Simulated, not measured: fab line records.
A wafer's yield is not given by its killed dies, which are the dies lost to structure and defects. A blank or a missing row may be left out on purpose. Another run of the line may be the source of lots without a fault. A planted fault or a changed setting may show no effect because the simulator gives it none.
Split-lot trial -- flow n5-finfet -- 21 wafers read from 7 lots, route of 1938 steps

ABOUT THE SPLIT
At N5_BEOL_M4_TRENCH_ETCH_37 (etches SiOC in C4F6/O2, target depth 55.555 nm, time 29.2 s), the setting bias-w was moved away from the recipe's 185 W on 9 of the 21 wafers read, by +4.9% to +15.0%. The other wafers ran this setting at the recipe's value.

Reading taken at the split's own step.

THE READING
rf-vpp-V, in V, at N5_BEOL_M4_TRENCH_ETCH_37 (etches SiOC in C4F6/O2, target depth 55.555 nm, time 29.2 s). On this fab line, fault-free wafers typically give 668 V with a standard deviation of 13 V.

wafer,"tool, chamber at the split","bias-w as run, W",against the recipe,"rf-vpp-V, V",against lot-mates on the recipe
L078.1,"rie-diel-04, 3",194.1,+4.9%,692,no lot-mate on the recipe
L078.3,"rie-diel-04, 0",194.1,+4.9%,670,no lot-mate on the recipe
L078.4,"rie-diel-04, 2",194.1,+4.9%,680,no lot-mate on the recipe
L079.2,"rie-diel-02, 3",212.7,+15.0%,763,+90
L079.5,"rie-diel-02, 2",185,recipe,683,-
L079.6,"rie-diel-02, 1",185,recipe,663,-
L081.3,"rie-diel-04, 1",198.8,+7.5%,711,+45
L081.5,"rie-diel-04, 2",198.8,+7.5%,693,+27
L081.6,"rie-diel-04, 3",185,recipe,666,-
L083.3,"rie-diel-02, 0",185,recipe,680,-
L083.4,"rie-diel-02, 1",207.8,+12.3%,727,+47
L083.5,"rie-diel-02, 2",207.8,+12.3%,748,+68
L085.3,"rie-diel-04, 1",185,recipe,670,-
L085.4,"rie-diel-04, 3",209.1,+13.0%,734,+62
L085.5,"rie-diel-04, 1",185,recipe,673,-
L090.1,"rie-diel-04, 1",185,recipe,671,-
L090.3,"rie-diel-04, 2",185,recipe,655,-
L090.4,"rie-diel-04, 1",185,recipe,671,-
L095.4,"rie-diel-04, 1",185,recipe,672,-
L095.5,"rie-diel-04, 1",185,recipe,671,-
L095.6,"rie-diel-04, 2",185,recipe,655,-

THE FIT
A straight line over all 21 wafers: rf-vpp-V changes by +5.45 V for each +1% of bias-w; r = +0.94; the points scatter about the line by 11 V.
The same after taking each lot's own level away (the mean of its wafers on the recipe; 18 wafers): +5.12 V for each +1%; r = +0.96; scatter 8.7 V.
Per that fit: largest bias-w move, reading shift of 77 V.
Across the lots, their own levels run from 665.7 to 680.0 V, a range of 1.1 times the standard deviation given above.
Consequently the slope shifts little with the lot-to-lot level, the two slopes agreeing.
Check: +70.9 V against its lot-mates is what the line predicts for one of the wafers moved furthest among these (+15.0%) when that wafer is left out of the fit. Against them it came out at +90 V.
Tool readings at the split's step, against how far the setting was moved: rf-vpp-V r = +0.94.

FURTHER SPLITS ON THESE WAFERS
Before the reading, these wafers also passed through other splits. Each is held against what the fit with the lots' levels taken away leaves over:
other split on the same wafers,wafers away from the commonest value,r with rf-vpp-V (lot level and that fit taken away)
N5_BEOL_M3_TRENCH_ETCH_37 source-w,9,-0.08

THE FILE'S OWN FIT
rf-vpp-V changes by +5.2 V for each +1% of bias-w, r = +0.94.
